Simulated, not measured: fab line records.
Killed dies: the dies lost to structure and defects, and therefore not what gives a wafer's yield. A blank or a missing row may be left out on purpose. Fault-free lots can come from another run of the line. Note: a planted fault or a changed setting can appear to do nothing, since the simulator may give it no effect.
Matching of chambers    flow nand_harc    NHARC_A_CHANNEL_HOLE_D2_ETCH_44 on rie_diel-01: 4 sister chambers
The step etches the open film in CF4/O2, target depth 140 nm, overetch 14 nm, time 77 s. 4 wafers are shown with their chamber, then 9 later ones without.

## EACH WAFER AND ITS CHAMBER
wafer   chamber  drypump_motor_current_A (A)
L081.2  2        4.9
L086.4  3        5.7
L086.5  1        6.2
L086.6  0        6.4

## WAFERS MISSING THEIR CHAMBER
wafer   drypump_motor_current_A (A)
L087.3  4.9
L087.4  6.2
L087.6  6.1
L089.2  6.2
L089.3  4.9
L089.4  6.4
L095.1  4.9
L095.4  6.1
L095.5  4.9

## WHICH CHAMBER EACH ONE RAN IN
wafer   from the rows above  in truth
L087.3  2                    2
L087.4  1                    1
L087.6  1                    1
L089.2  1                    1
L089.3  2                    2
L089.4  0                    0
L095.1  2                    2
L095.4  1                    1
L095.5  2                    2
9 of 9 placed correctly. From these rows, 0 cannot be placed. 0 placed wrongly.
How it was worked out, from the rows above alone: a wafer's distance from a chamber is the root of the sum, over the readings, of the square of ((its reading less the chamber's mean) divided by the reading's scatter). The wafer belongs to the nearest chamber; if the next one is less than 2 further off, it can't be placed. Each chamber's mean is taken over the wafers shown for it. The scatter (one wafer shown for each chamber): square how far every hidden wafer sits from the nearest shown wafer, average those squares and take the square root.
